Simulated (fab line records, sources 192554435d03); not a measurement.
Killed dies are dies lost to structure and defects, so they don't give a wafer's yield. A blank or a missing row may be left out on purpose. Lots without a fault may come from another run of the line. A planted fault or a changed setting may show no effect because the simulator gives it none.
fab line records | flow n5_finfet
record lots=12 wafers=30 last_day=17
route steps=1938 shown BEOL_M11@1572 PASSIVATION@1936
lots that met no fault: from a run of the same line without faults
start_h: hours from the record's first day to the start of the lot's first wafer shown | wait_h: hours since the lot's step before | " the same as in the row above | L1.1+2: a row that stands for several wafers | - no value, or no start given | * or withheld: withheld | < > ~ a bound
route shown NAME@n: a module of which the file shows steps, and the number in the route of the first | usual: mean/standard deviation of fault-free wafers | same: alike in all rows | chamber/n: place in a boat | sites: the reading at each site | _std_site: their standard deviation | _edge_site: outer sites' mean less inner sites' | radius_mm: how far each site lies from the wafer's centre | mask NAME#n: copy n | behind: the tool/chamber that last shaped the wafer | hold: why the lot was held/for how many hours/how that ended | device: the transistor (n, p or np) that didn't switch | end of line: the same wafers' tests at the end of the route | a step without rows: its recipe alone | killed: dies lost to structure and defects at the first sort, not the wafer's yield | map: a wafer's dies, x killed, . not, _ none there
set.NAME: the setting as run; set.NAME@STEP: as run at that earlier step | model.NAME: the simulator's own value behind a step, which no gauge read
steps of the route over a sample of lots; a table a step, a row a wafer
services: from which hour (start_h, from the record's first day; less than 0 if before it) a tool's chamber was out of use, for how many hours, and why
## steps
# step N5_BEOL_M11_ETCH_65
# recipe chemistry=CF4 target=SiARC target_depth_a=390 mask_material=CAR-ArF time_s=65 ion_energy_ev=80 pressure_mtorr=40 source_w=545 bias_w=36 Ar_flow_sccm=100 cf4_flow_sccm=100 ends=cleared
# usual drypump_motor_current_A=5.5/0.35 etch_rf_on_time_s=64.4/2.1 mfc_ar_sccm=100.0/0.31 oes_product_au=0.69/0.09 rf_vpp_V=184.3/1 showerhead_plenum_p_Torr=2.16/0.053 throttle_valve_pct=15.64/0.27
# columns lot.wafer tool chamber start_h wait_h drypump_motor_current_A etch_rf_on_time_s mfc_ar_sccm oes_product_au rf_hours_counter_h rf_vpp_V showerhead_plenum_p_Torr throttle_valve_pct
L297.4 rie_diel-06 3 214.96 0.0 4.9 62.6 99.5 0.60 230 182.6 2.06 16.32
L297.6 " 1 " " 5.9 63.7 99.7 0.60 - 184.0 2.21 15.90
L302.2 rie_diel-06 2 250.76 0.0 5.0 63.2 99.7 0.72 81 183.9 2.14 15.44
L302.3 " 0 " " 5.3 62.9 99.9 0.64 178 184.7 2.21 15.49
L302.6 " 1 " " 5.9 63.0 99.9 0.60 - 184.6 2.20 15.93
L305.1 rie_diel-01 1 269.14 0.0 5.5 67.4 100.0 0.61 188 184.8 2.20 15.74
L305.2 " 2 " " 5.9 65.5 100.2 0.59 239 183.6 2.11 16.05
L305.4 " 3 " " 5.2 65.3 99.9 0.58 - 181.6 2.10 15.93
L306.2 rie_diel-06 0 288.89 0.0 5.3 60.7 99.9 0.64 191 185.3 2.21 15.53
L306.3 " 2 " " 5.0 61.0 100.4 0.73 94 183.3 2.14 15.45
L306.6 " 1 " " 5.9 62.7 99.6 0.59 - 185.2 2.20 15.95
L309.3 rie_diel-01 0 304.52 0.0 5.3 62.8 99.9 0.71 66 182.4 2.18 15.89
L309.6 " 1 " " 5.5 67.9 99.9 0.60 - 182.2 2.19 15.77
L310.5 rie_diel-01 1 321.97 0.0 5.5 68.3 100.0 0.59 - 185.6 2.19 15.76
L310.6 " 0 " " 5.3 64.0 100.1 0.70 - 184.2 2.17 15.89
L313.1 rie_diel-02 1 325.06 0.0 5.9 64.3 100.2 0.84 0 184.6 2.12 15.15
L313.2 " 0 " " 5.8 66.8 99.8 0.68 88 184.4 2.17 15.66
L313.6 " 0 " " 5.9 66.9 100.3 0.69 - 183.6 2.17 15.66
L312.4 rie_diel-01 2 325.51 0.0 5.8 65.2 100.4 0.85 1 183.2 2.10 15.58
L312.5 " 0 " " 5.3 63.9 100.3 0.70 - 183.2 2.17 15.89
L315.3 rie_diel-02 1 330.32 0.0 5.9 65.5 100.0 0.81 2 182.7 2.12 15.17
L315.4 " 2 " " 5.7 65.2 99.5 0.75 - 183.6 2.15 15.16
L314.1 rie_diel-06 0 332.40 0.0 5.3 61.5 99.6 0.61 207 184.7 2.20 15.56
L314.4 " 3 " " 4.9 61.3 99.9 0.83 12 185.3 2.30 15.89
L314.6 " 1 " " 6.0 62.8 100.4 0.81 - 184.9 2.19 15.47
L316.2 rie_diel-06 3 334.69 0.0 4.9 61.3 100.0 0.83 13 185.3 2.30 15.89
L316.3 " 0 " " 5.3 61.9 100.0 0.61 207 185.2 2.20 15.56
L316.5 " 1 " " 6.0 63.1 99.7 0.82 - 185.4 2.19 15.49
L319.2 rie_diel-06 0 373.90 0.0 5.3 61.9 100.2 0.61 219 185.2 2.20 15.59
L319.5 " 2 " " 5.1 62.5 100.3 0.69 - 184.0 2.13 15.51
# step N5_BEOL_M11_TRENCH_ETCH_37
# recipe chemistry=C4F6/O2 target_depth_a=1488.3 target=SiCOH_lowk time_s=48 ion_energy_ev=250 pressure_mtorr=30 source_w=345 bias_w=185 Ar_flow_sccm=300 C4F6_flow_sccm=10 O2_flow_sccm=10
# usual drypump_motor_current_A=5.5/0.35 mfc_ar_sccm=300.1/0.8 oes_product_au=0.81/0.11 rf_vpp_V=669/12 showerhead_plenum_p_Torr=2.88/0.075 throttle_valve_pct=20.97/0.29
# columns lot.wafer tool chamber start_h wait_h drypump_motor_current_A mfc_ar_sccm oes_product_au rf_hours_counter_h rf_vpp_V showerhead_plenum_p_Torr throttle_valve_pct
L297.4 rie_diel-06 3 - - 4.9 300.7 0.70 230 646 2.74 21.71
L297.6 " 1 " " 6.0 300.0 0.69 - 664 2.93 21.19
L302.2 rie_diel-06 2 - - 5.1 300.0 0.86 82 655 2.86 20.79
L302.3 " 0 " " 5.3 298.4 0.74 178 677 2.96 20.95
L302.6 " 1 " " 6.0 300.0 0.69 - 663 2.92 21.24
L305.1 rie_diel-01 1 - - 5.5 299.2 0.72 188 682 2.92 20.97
L305.2 " 2 " " 5.9 301.5 0.70 239 679 2.84 21.58
L305.4 " 3 " " 5.2 299.7 0.68 - 666 2.76 20.96
L306.2 rie_diel-06 0 - - 5.3 299.7 0.73 191 679 2.96 20.98
L306.3 " 2 " " 5.0 300.9 0.83 94 656 2.86 20.79
L306.6 " 1 " " 5.9 301.1 0.68 - 662 2.92 21.23
L309.3 rie_diel-01 0 - - 5.3 298.8 0.84 66 671 2.88 21.19
L309.6 " 1 " " 5.5 300.0 0.70 - 681 2.92 20.98
L310.5 rie_diel-01 1 - - 5.5 300.7 0.70 - 681 2.91 21.00
L310.6 " 0 " " 5.3 300.4 0.83 - 670 2.87 21.17
L313.1 rie_diel-02 1 - - 5.9 300.3 0.96 0 658 2.84 20.62
L313.2 " 0 " " 5.9 299.7 0.80 88 676 2.86 20.86
L313.6 " 0 " " 5.8 298.1 0.80 - 676 2.87 20.86
L312.4 rie_diel-01 2 - - 5.9 301.4 1.01 1 677 2.83 21.25
L312.5 " 0 " " 5.3 299.7 0.82 - 671 2.87 21.20
L315.3 rie_diel-02 1 - - 5.9 300.2 0.95 3 657 2.84 20.64
L315.4 " 2 " " 5.6 298.5 0.88 - 686 2.87 20.50
L314.1 rie_diel-06 0 - - 5.3 300.9 0.71 207 679 2.95 20.99
L314.4 " 3 " " 4.9 300.6 0.96 12 658 3.07 21.40
L314.6 " 1 " " 5.9 298.8 0.94 - 663 2.91 20.87
L316.2 rie_diel-06 3 - - 4.9 300.7 0.96 13 658 3.07 21.40
L316.3 " 0 " " 5.3 299.9 0.71 208 678 2.95 20.99
L316.5 " 1 " " 6.0 299.3 0.94 - 663 2.91 20.86
L319.2 rie_diel-06 0 - - 5.3 300.6 0.71 220 679 2.94 21.00
L319.5 " 2 " " 5.1 300.9 0.81 - 655 2.84 20.85
# step N5_BEOL_M11_STRIP_77
# recipe chemistry=N2/H2 time_s=10 power_w=450 temp_c=40 pressure_mtorr=20 rf_frequency_hz=6e+07 bias_power_w=7 n2_flow_sccm=200 h2_flow_sccm=200
# usual bias_power_w=7.000/0.02 chamber_pressure_mTorr=20.003/0.018 drypump_motor_current_A=5.5/0.35 n2_flow_sccm=200.1/0.57 oes_product_au=0.81/0.11 rf_vpp_V=59.2/0.76 showerhead_plenum_p_Torr=2.56/0.064 throttle_valve_pct=23.6/0.37
# columns lot.wafer tool chamber start_h wait_h bias_power_w chamber_pressure_mTorr drypump_motor_current_A n2_flow_sccm oes_product_au rf_hours_counter_h rf_vpp_V showerhead_plenum_p_Torr throttle_valve_pct
L297.4 rie_diel-06 3 215.34 - 7.030 19.985 4.9 199.6 0.69 230 58.5 2.38 23.8
L297.6 " 1 " " 7.023 19.979 6.0 200.3 0.69 - 58.8 2.62 24.1
L302.2 rie_diel-06 2 251.14 - 6.997 20.007 5.1 199.9 0.84 82 59.0 2.56 23.4
L302.3 " 0 " " 7.014 20.039 5.3 200.0 0.74 178 58.6 2.65 23.9
L302.6 " 1 " " 7.016 19.972 6.0 200.8 0.69 - 58.9 2.62 24.1
L305.1 rie_diel-01 1 269.51 - - - - - - - - - -
L305.2 " 2 " " - - - - - - - - -
L305.4 " 3 " " - - - - - - - - -
L306.2 rie_diel-06 0 289.26 - - - - - - - - - -
L306.3 " 2 " " - - - - - - - - -
L306.6 " 1 " " - - - - - - - - -
L309.3 rie_diel-01 0 304.90 - 7.016 19.982 5.3 199.8 0.85 66 58.2 2.55 23.7
L309.6 " 1 " " 6.997 20.023 5.5 200.1 0.70 - 59.6 2.62 23.7
L310.5 rie_diel-01 1 322.35 - 7.008 19.998 5.5 199.8 0.70 - 59.7 2.61 23.7
L310.6 " 0 " " 6.980 19.995 5.3 200.7 0.83 - 59.7 2.55 23.7
L313.1 rie_diel-02 1 325.44 - 6.996 19.980 5.9 201.1 0.96 0 58.3 2.49 23.1
L313.2 " 0 " " 7.000 20.011 5.9 199.5 0.82 88 59.9 2.54 23.1
L313.6 " 0 " " 6.956 19.996 5.8 200.5 0.82 - 58.9 2.54 23.0
L312.4 rie_diel-01 2 325.89 - 6.998 19.997 5.9 199.5 1.01 1 57.3 2.50 23.9
L312.5 " 0 " " 6.984 19.989 5.3 199.1 0.84 - 59.4 2.55 23.7
L315.3 rie_diel-02 0 330.72 - 6.976 19.995 5.8 199.5 0.81 - 60.3 2.54 23.0
L315.4 " 2 " " 7.023 20.006 5.7 199.7 0.90 - 59.6 2.55 23.0
L314.1 rie_diel-06 0 332.78 - 6.978 19.986 5.4 198.7 0.71 207 59.0 2.63 24.0
L314.4 " 3 " " 6.952 20.012 4.9 200.0 0.97 12 60.0 2.69 23.5
L314.6 " 1 " " 7.051 19.995 6.0 199.1 0.95 - 59.7 2.61 23.8
L316.2 rie_diel-06 3 335.07 - 7.000 19.980 4.9 199.8 0.96 13 60.7 2.69 23.5
L316.3 " 0 " " 7.003 19.994 5.3 201.1 0.71 208 59.5 2.63 24.0
L316.5 " 1 " " 6.998 20.009 5.9 200.7 0.95 - 60.0 2.61 23.8
L319.2 rie_diel-06 0 374.28 - 7.017 19.994 5.3 201.0 0.70 220 59.7 2.63 24.0
L319.5 " 2 " " 6.988 19.991 5.0 200.1 0.80 - 60.1 2.54 23.5
# step N5_BEOL_M11_OCD_MEAS_38
# usual trench_depth_nm=150/3.5
# columns lot.wafer tool chamber start_h wait_h trench_depth_nm
L297.4 ocd-01 - 215.42 - 151
L297.6 " - " " 149
L302.2 ocd-01 - 251.22 - 153
L302.3 " - " " 154
L302.6 " - " " 154
L305.1 ocd-02 - 269.59 - 145
L305.2 " - " " 149
L305.4 " - " " 147
L306.2 ocd-02 - 289.35 - 155
L306.3 " - " " 153
L306.6 " - " " 151
L309.3 ocd-01 - 304.98 - 154
L309.6 " - " " 143
L310.5 ocd-01 - 322.41 - 144
L310.6 " - " " 153
L313.1 ocd-01 - 325.52 - 147
L313.2 " - " " 144
L313.6 " - " " 145
L312.4 ocd-02 - 325.97 - 150
L312.5 " - " " 152
L315.3 ocd-01 - 330.81 - 149
L315.4 " - " " 151
L314.1 ocd-02 - 332.86 - 151
L314.4 " - " " 154
L314.6 " - " " 151
L316.2 ocd-01 - 335.15 - 154
L316.3 " - " " 152
L316.5 " - " " 151
L319.2 ocd-01 - 374.36 - 154
L319.5 " - " " 154
# step N5_PASSIVATION_PROBE_49
# usual defect_limited_yield=91.3/1.5 killed_at_M0_to_M3=33/12 killed_at_M4_up=15/5.2 killed_at_contacts=12/5.1 killed_at_front_end=39/11 killed_at_other=5/3.6 killed_dies=103/18 killed_open=67/13 killed_short=33/7.8 sort_bin_5_function=5.1/0.96 sort_bin_6_memory=3.2/0.71 sort_bin_8_speed=0.01/0.063 sort_n_pass=1077/18
# same gross_dies=1180 killed_at_back_side=0 sort_bin_4_leakage[%]=0
# columns lot.wafer tool chamber start_h wait_h defect_limited_yield[%] killed_at_M0_to_M3 killed_at_M4_up killed_at_contacts killed_at_front_end killed_at_other killed_dies killed_open killed_short sort_bin_5_function[%] sort_bin_6_memory[%] sort_bin_8_speed[%] sort_n_pass
L297.4 prober-02 - 254.26 0.2 90.4 32 19 6 49 7 113 73 38 6.3 2.9 0 1067
L297.6 prober-02 - 254.36 0.3 88.9 51 18 14 45 3 131 93 38 6.1 4.9 0 1049
L302.2 prober-02 - 297.90 0.1 92.3 18 14 11 37 11 91 68 22 5.2 2.5 0 1089
L302.3 prober-02 - 297.95 0.1 89.3 49 21 19 31 6 126 97 29 6.7 3.6 0 1054
L302.6 prober-02 - 298.10 0.3 91.8 19 15 18 28 17 97 57 40 4.8 3.1 0 1083
L305.1 prober-01 - 313.76 0.0 89.5 22 27 11 60 4 124 97 26 6.5 3.9 0 1056
L305.2 prober-01 - 313.81 0.1 88.9 21 34 17 57 2 131 85 40 5.9 4.4 0 1049
L305.4 prober-01 - 313.91 0.2 85.8 36 32 11 83 6 168 105 45 7.5 5.0 0 1012
L306.2 prober-02 - 327.95 0.1 87.8 61 26 13 43 1 144 90 39 6.2 4.3 0 1036
L306.3 prober-02 - 328.00 0.1 91.2 36 42 3 16 7 104 63 36 5.8 2.7 0 1076
L306.6 prober-02 - 328.15 0.3 89.5 35 38 6 42 3 124 78 46 6.5 3.8 0 1056
L309.3 prober-02 - 348.89 0.1 91.1 22 23 7 43 10 105 67 38 5.3 3.2 0.08 1074
L309.6 prober-02 - 349.04 0.3 90.8 24 16 10 57 2 109 66 38 5.4 3.0 0 1071
L310.5 prober-02 - 364.71 0.2 89.6 32 8 13 66 4 123 74 41 6.2 3.1 0 1057
L310.6 prober-02 - 364.76 0.3 88.2 38 19 9 73 0 139 100 38 7.0 4.5 0 1041
L313.1 prober-01 - 365.18 0.0 92.6 29 12 10 25 11 87 53 33 4.7 2.5 0 1093
L313.2 prober-01 - 365.23 0.1 90.3 31 11 10 47 15 114 66 43 5.5 3.1 0 1066
L313.6 prober-01 - 365.43 0.3 90.9 29 12 11 46 9 107 60 47 6.6 2.1 0 1073
L312.4 prober-02 - 378.26 0.2 94.3 21 15 6 22 3 67 43 20 3.4 1.9 0.17 1113
L312.5 prober-02 - 378.31 0.2 93.3 16 16 7 35 5 79 54 22 4.0 2.4 0 1101
L315.3 prober-01 - 379.27 0.1 91.0 30 19 14 40 3 106 78 28 5.7 3.1 0.68 1066
L315.4 prober-01 - 379.32 0.2 92.6 23 12 8 37 7 87 66 21 4.7 2.5 0 1093
L316.2 prober-02 - 379.38 0.1 89.8 41 21 15 41 2 120 70 35 5.3 3.7 0 1060
L316.3 prober-02 - 379.43 0.1 92.2 23 18 14 36 1 92 59 24 4.0 3.0 0 1088
L316.5 prober-02 - 379.53 0.2 90.8 21 21 15 48 3 108 70 29 5.2 3.1 0 1072
L314.1 prober-01 - 383.32 0.1 92.3 33 13 8 35 2 91 57 28 4.3 2.6 0 1089
L314.4 prober-01 - 383.47 0.2 90.3 43 15 7 47 2 114 68 46 5.2 3.9 0 1066
L314.6 prober-01 - 383.57 0.3 92.1 35 20 5 32 1 93 65 27 4.9 2.8 0 1087
L319.2 prober-02 - 415.98 0.1 92.0 26 13 17 31 7 94 63 30 4.3 3.4 0 1086
L319.5 prober-02 - 416.13 0.2 88.8 53 14 18 46 1 132 97 34 6.9 3.8 0 1048
# killed by level:class
L297.4 FIN_SAQP:geometric_particle:open=19 FIN_SAQP:geometric_particle:short=18 BEOL_M5:geometric_particle:open=9 BEOL_M2:geometric_particle:open=7 BEOL_M3:geometric_particle:open=6 MOL_CONTACT_COAG:geometric_particle:open=5 BEOL_M1:geometric_particle:open=5 STI_FIN_REVEAL:geometric_particle:open=4
L297.6 FIN_SAQP:geometric_particle:open=14 BEOL_M0_SAQP:geometric_particle:open=14 BEOL_M2:geometric_particle:open=13 MOL_CONTACT_COAG:geometric_particle:open=10 BEOL_M3:geometric_particle:open=10 BEOL_M0_SAQP:geometric_particle:short=9 FIN_SAQP:geometric_particle:short=8 BEOL_M5:geometric_particle:open=8
L302.2 MOL_CONTACT_COAG:geometric_particle:open=11 STI_FIN_REVEAL:geometric_particle:open=10 BEOL_M4:geometric_particle:open=6 BEOL_M5:geometric_particle:open=5 STARTING-WAFER:geometric_particle:open=5 BEOL_M1:geometric_particle:open=4 ILD0:geometric_particle:open=4 GATE_CUT:geometric_particle:short=4
L302.3 MOL_CONTACT_COAG:geometric_particle:open=17 BEOL_M1:geometric_particle:open=17 BEOL_M4:geometric_particle:open=13 BEOL_M3:geometric_particle:open=10 GATE_CUT:geometric_particle:short=7 FIN_SAQP:geometric_particle:open=6 GATE_CUT:geometric_particle:open=6 BEOL_M2:geometric_particle:open=6
L302.6 MOL_CONTACT_COAG:geometric_particle:open=10 MOL_CONTACT_COAG:geometric_particle:short=8 BEOL_M4:geometric_particle:open=7 FIN_SAQP:geometric_particle:open=6 BEOL_M3:geometric_particle:open=6 PASS1_CAP:geometric_particle:open=5 FIN_SAQP:geometric_particle:short=4 BEOL_M0_SAQP:geometric_particle:short=4
L305.1 STI_FIN_REVEAL:geometric_particle:open=27 BEOL_M11:geometric_particle:open=21 FIN_SAQP:geometric_particle:open=11 MOL_CONTACT_COAG:geometric_particle:open=10 FIN_SAQP:geometric_particle:short=6 BEOL_M2:geometric_particle:open=5 STI_FIN_REVEAL:geometric_particle:short=4 BEOL_M0_SAQP:geometric_particle:open=4
L305.2 BEOL_M11:geometric_particle:open=21 FIN_SAQP:geometric_particle:open=13 MOL_CONTACT_COAG:geometric_particle:open=10 STI_FIN_REVEAL:geometric_particle:open=8 FIN_SAQP:geometric_particle:short=7 MOL_CONTACT_COAG:geometric_particle:short=7 BEOL_M3:geometric_particle:open=6 STARTING-WAFER:geometric_particle:open=6
L305.4 BEOL_M11:geometric_particle:open=22 FIN_SAQP:geometric_particle:short=18 HKMG_FIN:area_etch=16 FIN_SAQP:geometric_particle:open=14 STI_FIN_REVEAL:geometric_particle:open=14 BEOL_M2:geometric_particle:open=10 MOL_CONTACT_COAG:geometric_particle:open=9 DUMMY_GATE:geometric_particle:open=7
L306.2 BEOL_M0_SAQP:geometric_particle:open=14 BEOL_M11:geometric_particle:open=14 HKMG_FIN:area_etch=14 BEOL_M0_SAQP:geometric_particle:short=12 BEOL_M3:geometric_particle:open=10 MOL_CONTACT_COAG:geometric_particle:open=9 BEOL_M1:geometric_particle:open=7 FIN_SAQP:geometric_particle:open=6
L306.3 BEOL_M11:geometric_particle:open=19 BEOL_M0_SAQP:geometric_particle:short=14 BEOL_M0_SAQP:geometric_particle:open=8 BEOL_M2:geometric_particle:open=7 BEOL_M4:geometric_particle:open=6 BEOL_M5:geometric_particle:short=4 PAD_METAL:geometric_particle:open=4 STARTING-WAFER:geometric_particle:short=4
L306.6 BEOL_M11:geometric_particle:open=16 BEOL_M0_SAQP:geometric_particle:short=11 DUMMY_GATE:geometric_particle:open=9 BEOL_M4:geometric_particle:open=9 STI_FIN_REVEAL:geometric_particle:open=7 BEOL_M11:geometric_particle:short=6 MOL_CONTACT_COAG:geometric_particle:open=6 BEOL_M1:geometric_particle:open=6
L309.3 FIN_SAQP:geometric_particle:short=12 FIN_SAQP:geometric_particle:open=11 STI_FIN_REVEAL:geometric_particle:open=10 BEOL_M0_SAQP:geometric_particle:open=10 BEOL_M4:geometric_particle:open=10 MOL_CONTACT_COAG:geometric_particle:open=6 BEOL_M4:geometric_particle:short=6 MIM_TOP:geometric_particle:open=5
L309.6 STI_FIN_REVEAL:geometric_particle:open=17 GATE_CUT:geometric_particle:short=10 MOL_CONTACT_COAG:geometric_particle:open=10 FIN_SAQP:geometric_particle:short=9 FIN_SAQP:geometric_particle:open=7 BEOL_M0_SAQP:geometric_particle:open=7 BEOL_M0_SAQP:geometric_particle:short=7 BEOL_M4:geometric_particle:open=7
L310.5 FIN_SAQP:geometric_particle:open=18 STI_FIN_REVEAL:geometric_particle:open=14 FIN_SAQP:geometric_particle:short=13 MOL_CONTACT_COAG:geometric_particle:open=12 BEOL_M0_SAQP:geometric_particle:short=9 BEOL_M3:geometric_particle:open=9 HKMG_FIN:area_etch=8 BEOL_M0_SAQP:geometric_particle:open=7
L310.6 STI_FIN_REVEAL:geometric_particle:open=24 BEOL_M3:geometric_particle:open=16 BEOL_M4:geometric_particle:open=12 FIN_SAQP:geometric_particle:short=9 FIN_SAQP:geometric_particle:open=9 STI_FIN_REVEAL:geometric_particle:short=8 MOL_CONTACT_COAG:geometric_particle:open=8 BEOL_M0_SAQP:geometric_particle:open=8
L313.1 MOL_CONTACT_COAG:geometric_particle:open=9 BEOL_M0_SAQP:geometric_particle:short=8 FIN_SAQP:geometric_particle:open=7 BEOL_M2:geometric_particle:open=7 BEOL_M3:geometric_particle:open=5 FIN_SAQP:geometric_particle:short=4 BEOL_M0_SAQP:geometric_particle:open=4 BEOL_M4:geometric_particle:open=4
L313.2 BEOL_M2:geometric_particle:open=11 FIN_SAQP:geometric_particle:short=8 FIN_SAQP:geometric_particle:open=7 MOL_CONTACT_COAG:geometric_particle:open=7 DUMMY_GATE:geometric_particle:open=6 GATE_CUT:geometric_particle:short=6 STARTING-WAFER:geometric_particle:short=6 BEOL_M3:geometric_particle:open=6
L313.6 FIN_SAQP:geometric_particle:short=21 BEOL_M3:geometric_particle:open=9 MOL_CONTACT_COAG:geometric_particle:open=8 BEOL_M2:geometric_particle:open=7 FIN_SAQP:geometric_particle:open=6 DUMMY_GATE:geometric_particle:open=6 STARTING-WAFER:geometric_particle:open=5 BEOL_M2:geometric_particle:short=4
L312.4 STI_FIN_REVEAL:geometric_particle:open=5 MOL_CONTACT_COAG:geometric_particle:open=5 BEOL_M1:geometric_particle:open=5 GATE_CUT:geometric_particle:open=4 BEOL_M0_SAQP:geometric_particle:open=4 BEOL_M0_SAQP:geometric_particle:short=4 GATE_CUT:geometric_particle:short=3 BEOL_M1:geometric_particle:short=3
L312.5 GATE_CUT:geometric_particle:open=9 FIN_SAQP:geometric_particle:open=6 GATE_CUT:geometric_particle:short=6 STI_FIN_REVEAL:geometric_particle:open=5 MOL_CONTACT_COAG:geometric_particle:open=5 BEOL_M3:geometric_particle:open=5 BEOL_M4:geometric_particle:open=4 BEOL_M7:geometric_particle:open=4
L315.3 BEOL_M2:geometric_particle:open=12 FIN_SAQP:geometric_particle:open=11 STI_FIN_REVEAL:geometric_particle:open=9 MOL_CONTACT_COAG:geometric_particle:open=9 BEOL_M4:geometric_particle:open=7 BEOL_M0_SAQP:geometric_particle:short=6 DUMMY_GATE:geometric_particle:open=5 MOL_CONTACT_COAG:geometric_particle:short=5
L315.4 STI_FIN_REVEAL:geometric_particle:open=10 MOL_CONTACT_COAG:geometric_particle:open=8 GATE_CUT:geometric_particle:open=7 BEOL_M0_SAQP:geometric_particle:short=6 FIN_SAQP:geometric_particle:open=5 BEOL_M1:geometric_particle:open=5 BEOL_M2:geometric_particle:open=5 BEOL_M0_SAQP:geometric_particle:open=4
L316.2 GATE_CUT:geometric_particle:short=9 MOL_CONTACT_COAG:geometric_particle:open=9 BEOL_M1:geometric_particle:open=9 HKMG_FIN:area_etch=8 BEOL_M0_SAQP:geometric_particle:open=7 BEOL_M3:geometric_particle:open=7 BEOL_M0_SAQP:geometric_particle:short=6 BEOL_M2:geometric_particle:open=6
L316.3 MOL_CONTACT_COAG:geometric_particle:open=13 HKMG_FIN:area_etch=9 BEOL_M4:geometric_particle:open=8 GATE_CUT:geometric_particle:short=7 BEOL_M0_SAQP:geometric_particle:open=7 GATE_CUT:geometric_particle:open=5 BEOL_M1:geometric_particle:open=4 BEOL_M3:geometric_particle:open=4
L316.5 MOL_CONTACT_COAG:geometric_particle:open=12 FIN_SAQP:geometric_particle:open=9 GATE_CUT:geometric_particle:short=9 HKMG_FIN:area_etch=8 BEOL_M4:geometric_particle:open=7 DUMMY_GATE:geometric_particle:open=5 BEOL_M1:geometric_particle:open=5 BEOL_M0_SAQP:geometric_particle:open=4
L314.1 STI_FIN_REVEAL:geometric_particle:open=10 BEOL_M0_SAQP:geometric_particle:short=8 MOL_CONTACT_COAG:geometric_particle:open=6 BEOL_M0_SAQP:geometric_particle:open=5 BEOL_M3:geometric_particle:open=5 BEOL_M2:geometric_particle:open=5 FIN_SAQP:geometric_particle:short=4 BEOL_M0:geometric_particle:open=4
L314.4 FIN_SAQP:geometric_particle:open=15 FIN_SAQP:geometric_particle:short=12 BEOL_M0_SAQP:geometric_particle:open=10 BEOL_M0_SAQP:geometric_particle:short=9 BEOL_M5:geometric_particle:open=8 BEOL_M3:geometric_particle:open=8 STI_FIN_REVEAL:geometric_particle:open=6 MOL_CONTACT_COAG:geometric_particle:short=5
L314.6 BEOL_M0_SAQP:geometric_particle:open=10 BEOL_M3:geometric_particle:open=10 FIN_SAQP:geometric_particle:open=9 FIN_SAQP:geometric_particle:short=9 BEOL_M4:geometric_particle:open=7 BEOL_M0_SAQP:geometric_particle:short=5 BEOL_M5:geometric_particle:open=5 STI_FIN_REVEAL:geometric_particle:open=4
L319.2 MOL_CONTACT_COAG:geometric_particle:open=15 FIN_SAQP:geometric_particle:short=9 FIN_SAQP:geometric_particle:open=8 STARTING-WAFER:geometric_particle:short=5 BEOL_M0_SAQP:geometric_particle:open=5 BEOL_M3:geometric_particle:open=5 BEOL_M0_SAQP:geometric_particle:short=4 BEOL_M1:geometric_particle:open=4
L319.5 BEOL_M0_SAQP:geometric_particle:open=21 FIN_SAQP:geometric_particle:open=18 MOL_CONTACT_COAG:geometric_particle:open=16 BEOL_M3:geometric_particle:open=12 BEOL_M0_SAQP:geometric_particle:short=8 FIN_SAQP:geometric_particle:short=6 STI_FIN_REVEAL:geometric_particle:open=6 DUMMY_GATE:geometric_particle:open=4
## services
# columns tool chamber start_h hours kind
rie_diel-02 2 196.07 - clean
rie_diel-02 2 196.07 - consumable_replace:focus_ring
rie_diel-01 2 220.13 3.2 repair
rie_diel-02 3 236.85 - clean
rie_diel-02 3 266.56 10.3 repair
rie_diel-06 3 276.06 - clean
rie_diel-06 3 276.06 - consumable_replace:focus_ring
rie_diel-06 3 276.06 - consumable_replace:showerhead
rie_diel-01 3 276.92 - clean
rie_diel-01 3 276.92 - consumable_replace:focus_ring
rie_diel-01 3 276.92 17.9 scheduled_down
rie_diel-01 3 276.92 17.9 vent_cycle
rie_diel-01 2 298.99 - clean
rie_diel-01 2 298.99 - consumable_replace:focus_ring
rie_diel-01 2 298.99 20.1 scheduled_down
rie_diel-01 2 298.99 20.1 vent_cycle
rie_diel-06 1 301.49 - clean
rie_diel-06 1 301.49 - consumable_replace:focus_ring
rie_diel-06 1 301.49 12.5 scheduled_down
rie_diel-06 1 301.49 12.5 vent_cycle
rie_diel-02 3 320.24 22.2 repair
rie_diel-01 0 350.91 2.9 repair
rie_diel-06 2 352.76 1.7 repair
rie_diel-02 1 356.52 10.3 repair
## key
first_sign step=N5_BEOL_M11_STRIP_77 reading=tool_record direction=missing
effect step=N5_PASSIVATION_PROBE_49 reading=killed_at_M4_up direction=up sigmas=3.5 usual=15 struck=33
met_at N5_BEOL_M11_STRIP_77
struck_lots L305,L306
baseline_loss step=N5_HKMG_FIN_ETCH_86 wafers=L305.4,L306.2
not_acting_at N5_BEOL_M11_ETCH_65,N5_BEOL_M11_TRENCH_ETCH_37,N5_BEOL_M11_OCD_MEAS_38
onset_between 251.14 269.51
fault kind=skipped_step_whole tool=rie_diel-01,rie_diel-06 chamber=- onset_h=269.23 steps=N5_BEOL_M11_STRIP_77 scope=struck_lots_only
# baseline_loss: these wafers lose ten dies or more at that step, a loss of the line's own and not of a fault; the sort's usual values leave them out
